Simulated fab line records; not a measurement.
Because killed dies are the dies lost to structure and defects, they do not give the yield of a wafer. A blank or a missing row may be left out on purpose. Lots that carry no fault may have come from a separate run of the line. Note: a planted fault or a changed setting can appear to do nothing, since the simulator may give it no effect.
What tool caused it? | flow nand-harc | 12 lots, 36 wafers sampled, at 4 steps of a route of 1159

WHAT THE GAUGES SHOWED, per wafer
NHARC_A_CONTACT_OVL_MEAS_70.
lot  | measured     | on         | overlay-x-nm (nm)
L078 | day 19 22:17 | overlay-02 | 0.9 0.5 0.9
L074 | day 20 07:53 | overlay-01 | 0.3 0.1 0.4
L082 | day 20 18:23 | overlay-02 | -1.0 -1.2 -1.4
L079 | day 21 03:19 | overlay-02 | -0.2 0.1 -1.1
L084 | day 21 10:17 | overlay-02 | 0.3 0.2 0.7
L087 | day 21 21:02 | overlay-01 | -0.6 -0.8 -0.4
L088 | day 22 12:46 | overlay-01 | -0.2 -0.7 -0.1
L093 | day 22 22:27 | overlay-01 | 0.2 0.3 0.4
L091 | day 23 02:46 | overlay-02 | 2.6 2.3 2.8
L094 | day 23 07:38 | overlay-01 | -1.6 -1.5 -1.5
L086 | day 23 19:41 | overlay-02 | 0.0 -0.8 -0.2
L096 | day 24 10:49 | overlay-02 | -0.7 -1.1 -1.0

WHAT TOOL EACH LOT RAN ON (gives the tool, then ch and the chambers of the sampled wafers, and finally the start)
lot  | NHARC_A_CONTACT_ETCH_114             | NHARC_A_CONTACT_ETCH_119             | NHARC_A_CONTACT_ETCH_121
L078 | har-cap-etch-01 ch 0,1, day 19 14:58 | har-cap-etch-01 ch 0,1, day 19 15:25 | har-cap-etch-01 ch 0,1, day 19 15:36
L074 | har-cap-etch-02 ch 0,1, day 19 21:12 | har-cap-etch-02 ch 0,1, day 19 21:49 | har-cap-etch-02 ch 0,1, day 19 22:03
L082 | har-cap-etch-02 ch 0,1, day 20 11:08 | har-cap-etch-02 ch 0,1, day 20 11:36 | har-cap-etch-02 ch 0,1, day 20 11:47
L079 | har-cap-etch-01 ch 0,1, day 20 18:02 | har-cap-etch-01 ch 0,1, day 20 18:38 | har-cap-etch-01 ch 0,1, day 20 18:53
L084 | har-cap-etch-03 ch 1, day 20 22:24   | har-cap-etch-03 ch 1, day 20 22:52   | har-cap-etch-03 ch 1, day 20 23:02
L087 | har-cap-etch-02 ch 0,1, day 21 15:52 | har-cap-etch-02 ch 0,1, day 21 16:20 | har-cap-etch-02 ch 0,1, day 21 16:31
L088 | har-cap-etch-02 ch 0,1, day 22 07:23 | har-cap-etch-02 ch 0,1, day 22 07:50 | har-cap-etch-02 ch 0,1, day 22 08:01
L093 | har-cap-etch-01 ch 0,1, day 22 14:40 | har-cap-etch-01 ch 0,1, day 22 15:07 | har-cap-etch-01 ch 0,1, day 22 15:19
L091 | har-cap-etch-01 ch 0,1, day 22 19:30 | har-cap-etch-01 ch 0,1, day 22 19:57 | har-cap-etch-01 ch 0,1, day 22 20:08
L094 | har-cap-etch-01 ch 1, day 23 02:16   | har-cap-etch-01 ch 1, day 23 02:44   | har-cap-etch-01 ch 1, day 23 02:55
L086 | har-cap-etch-03 ch 0,1, day 23 11:33 | har-cap-etch-03 ch 0,1, day 23 12:00 | har-cap-etch-03 ch 0,1, day 23 12:11
L096 | har-cap-etch-01 ch 0,1, day 24 05:40 | har-cap-etch-01 ch 0,1, day 24 06:07 | har-cap-etch-01 ch 0,1, day 24 06:19
- NHARC_A_CONTACT_ETCH_114: etches the open film in C4F8/O2/Ar, time 94 s, target depth 922 nm.
- NHARC_A_CONTACT_ETCH_119: etches the open film in C4F8/O2/Ar, time 94 s, target depth 922 nm.
- NHARC_A_CONTACT_ETCH_121: etches the open film in C4F8/O2/Ar, time 94 s, target depth 922 nm.

THE ANSWER, worked out from the rows above alone
Rule: what is usual is taken from the lots themselves. The widest of any qualifying gaps counts: lots, ordered by their means at a reading, are off when they make up no more than a third of the lots, leave a main group of 4 or more, and stand apart from it by 3 or more times the standard deviation of that group's means. A main group is skipped when, at the precision printed for the reading in the tables above, its means are all equal. A lot without any number at a reading at which 4 lots or more have one is off too. The other lots that the step has rows for count as sound.
No lot is off at any reading shown: from this, nothing can be told.

WHAT THE SIMULATOR HAD INSERTED
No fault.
